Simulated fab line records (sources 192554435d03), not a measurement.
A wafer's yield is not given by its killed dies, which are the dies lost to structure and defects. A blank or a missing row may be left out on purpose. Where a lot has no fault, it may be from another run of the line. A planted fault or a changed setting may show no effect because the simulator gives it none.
Chamber matching ; flow n5_finfet ; 3 sister chambers for N5_BEOL_M1_CO_CAP_55 on cvd_co-01
The step material Co, precursor CCTBA/H2, target thk 2 nm, time 102.1 s. 16 wafers are shown with their chamber, then 8 later ones without.

== WAFERS WITH THEIR CHAMBER ==
wafer;chamber;heater_power_w (W)
L081.1;0;251
L081.2;1;253
L081.5;1;246
L083.2;2;213
L083.4;2;207
L083.6;1;249
L086.2;0;252
L086.3;2;211
L086.5;0;249
L087.1;1;248
L087.4;2;209
L087.5;0;246
L088.2;1;251
L088.4;2;212
L088.5;1;254
L089.1;0;238

SIGNATURES (averages over the wafers above)
reading;chamber 0;chamber 1;chamber 2;scatter within a chamber
heater_power_w;247.20;250.17;210.40;3.89
Rule: for a wafer and a chamber, the distance is found by dividing, reading by reading, the gap between the wafer's reading and the chamber's mean by the reading's scatter, squaring, summing and taking the root. The wafer belongs to the nearest chamber; if the next one is less than 2 further off, it can't be placed. How the scatter is found: for the shown wafers, subtract from each reading the mean of its chamber, square and add these, divide the total by (wafers less chambers), then take the root.

== WAFERS WITH NO CHAMBER GIVEN ==
wafer;heater_power_w (W)
L089.5;215
L089.6;250
L090.3;246
L090.4;247
L090.6;211
L094.2;212
L094.4;213
L094.5;246

== CHAMBER TAKEN BY EACH ==
wafer;from the rows above;in truth
L089.5;2;2
L089.6;can't be placed: 1 or 0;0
L090.3;can't be placed: 0 or 1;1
L090.4;can't be placed: 0 or 1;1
L090.6;2;2
L094.2;2;2
L094.4;2;2
L094.5;can't be placed: 0 or 1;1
Correct placement for 4 of the 8. Cannot be placed on the basis of these rows: 4; the candidates contain the true chamber in 4. Number placed wrongly: 0.
